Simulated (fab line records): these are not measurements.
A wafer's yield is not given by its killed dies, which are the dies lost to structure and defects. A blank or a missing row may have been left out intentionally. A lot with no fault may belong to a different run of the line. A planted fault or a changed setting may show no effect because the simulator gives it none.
Chamber matching :: flow n5Finfet :: 4 sister chambers for N5_BEOL_M2_STRIP_19 on rieDiel-03
The step strips in O2. 18 wafers are shown with their chamber, then 9 later ones without.

== WAFERS PAIRED WITH THEIR CHAMBERS ==
wafer: L078.2
chamber: 1
showerheadPlenumPTorr (Torr): 2.14
drypumpMotorCurrentA (A): 6.2
throttleValvePct (%): 16.39

wafer: L078.5
chamber: 3
showerheadPlenumPTorr (Torr): 2.10
drypumpMotorCurrentA (A): 6.0
throttleValvePct (%): 16.40

wafer: L078.6
chamber: 2
showerheadPlenumPTorr (Torr): 2.14
drypumpMotorCurrentA (A): 5.6
throttleValvePct (%): 16.25

wafer: L081.2
chamber: 0
showerheadPlenumPTorr (Torr): 2.22
drypumpMotorCurrentA (A): 5.5
throttleValvePct (%): 16.25

wafer: L081.4
chamber: 3
showerheadPlenumPTorr (Torr): 2.09
drypumpMotorCurrentA (A): 6.0
throttleValvePct (%): 16.40

wafer: L081.5
chamber: 3
showerheadPlenumPTorr (Torr): 2.09
drypumpMotorCurrentA (A): 6.0
throttleValvePct (%): 16.41

wafer: L083.1
chamber: 1
showerheadPlenumPTorr (Torr): 2.14
drypumpMotorCurrentA (A): 6.1
throttleValvePct (%): 16.42

wafer: L083.3
chamber: 0
showerheadPlenumPTorr (Torr): 2.22
drypumpMotorCurrentA (A): 5.5
throttleValvePct (%): 16.23

wafer: L083.4
chamber: 3
showerheadPlenumPTorr (Torr): 2.09
drypumpMotorCurrentA (A): 5.9
throttleValvePct (%): 16.42

wafer: L084.2
chamber: 2
showerheadPlenumPTorr (Torr): 2.13
drypumpMotorCurrentA (A): 5.6
throttleValvePct (%): 16.28

wafer: L084.4
chamber: 1
showerheadPlenumPTorr (Torr): 2.14
drypumpMotorCurrentA (A): 6.1
throttleValvePct (%): 16.43

wafer: L084.6
chamber: 2
showerheadPlenumPTorr (Torr): 2.13
drypumpMotorCurrentA (A): 5.6
throttleValvePct (%): 16.29

wafer: L086.3
chamber: 2
showerheadPlenumPTorr (Torr): 2.13
drypumpMotorCurrentA (A): 5.6
throttleValvePct (%): 16.26

wafer: L086.4
chamber: 3
showerheadPlenumPTorr (Torr): 2.09
drypumpMotorCurrentA (A): 5.9
throttleValvePct (%): 16.41

wafer: L086.5
chamber: 2
showerheadPlenumPTorr (Torr): 2.13
drypumpMotorCurrentA (A): 5.6
throttleValvePct (%): 16.27

wafer: L089.1
chamber: 1
showerheadPlenumPTorr (Torr): 2.14
drypumpMotorCurrentA (A): 6.1
throttleValvePct (%): 16.43

wafer: L089.2
chamber: 3
showerheadPlenumPTorr (Torr): 2.09
drypumpMotorCurrentA (A): 6.0
throttleValvePct (%): 16.43

wafer: L089.3
chamber: 0
showerheadPlenumPTorr (Torr): 2.21
drypumpMotorCurrentA (A): 5.5
throttleValvePct (%): 16.24

SIGNATURES, as means of the wafers listed above
reading: showerheadPlenumPTorr
chamber 0: 2.2167
chamber 1: 2.1400
chamber 2: 2.1320
chamber 3: 2.0917
scatter within a chamber: 0.00405

reading: drypumpMotorCurrentA
chamber 0: 5.500
chamber 1: 6.125
chamber 2: 5.600
chamber 3: 5.967
scatter within a chamber: 0.0386

reading: throttleValvePct
chamber 0: 16.2400
chamber 1: 16.4175
chamber 2: 16.2700
chamber 3: 16.4117
scatter within a chamber: 0.0145
Rule: distance of a wafer from a chamber = root of the sum over the readings of ((wafer's reading minus chamber's mean) / reading's scatter) squared. If the next closest chamber is less than 2 further off than the closest, the wafer can't be placed; otherwise it belongs to the closest. The scatter: take each reading less its chamber's mean, square it, sum over the shown wafers, divide by the number of wafers less the number of chambers, and take the root.

== WAFERS WITHOUT THEIR CHAMBER ==
wafer: L089.4
showerheadPlenumPTorr (Torr): 2.13
drypumpMotorCurrentA (A): 5.6
throttleValvePct (%): 16.29

wafer: L089.5
showerheadPlenumPTorr (Torr): 2.09
drypumpMotorCurrentA (A): 6.0
throttleValvePct (%): 16.43

wafer: L089.6
showerheadPlenumPTorr (Torr): 2.13
drypumpMotorCurrentA (A): 5.6
throttleValvePct (%): 16.28

wafer: L091.1
showerheadPlenumPTorr (Torr): 2.21
drypumpMotorCurrentA (A): 5.5
throttleValvePct (%): 16.25

wafer: L091.2
showerheadPlenumPTorr (Torr): 2.09
drypumpMotorCurrentA (A): 6.0
throttleValvePct (%): 16.43

wafer: L091.3
showerheadPlenumPTorr (Torr): 2.13
drypumpMotorCurrentA (A): 6.1
throttleValvePct (%): 16.45

wafer: L094.1
showerheadPlenumPTorr (Torr): 2.08
drypumpMotorCurrentA (A): 6.0
throttleValvePct (%): 16.45

wafer: L094.5
showerheadPlenumPTorr (Torr): 2.21
drypumpMotorCurrentA (A): 5.4
throttleValvePct (%): 16.27

wafer: L094.6
showerheadPlenumPTorr (Torr): 2.08
drypumpMotorCurrentA (A): 6.0
throttleValvePct (%): 16.45

== THE CHAMBER EACH PASSED THROUGH ==
wafer: L089.4
from the rows above: 2
in truth: 2

wafer: L089.5
from the rows above: 3
in truth: 3

wafer: L089.6
from the rows above: 2
in truth: 2

wafer: L091.1
from the rows above: 0
in truth: 0

wafer: L091.2
from the rows above: 3
in truth: 3

wafer: L091.3
from the rows above: 1
in truth: 1

wafer: L094.1
from the rows above: 3
in truth: 3

wafer: L094.5
from the rows above: 0
in truth: 0

wafer: L094.6
from the rows above: 3
in truth: 3
Placed correctly: 9 of 9. Number that these rows cannot place: 0. Wrongly placed: 0.
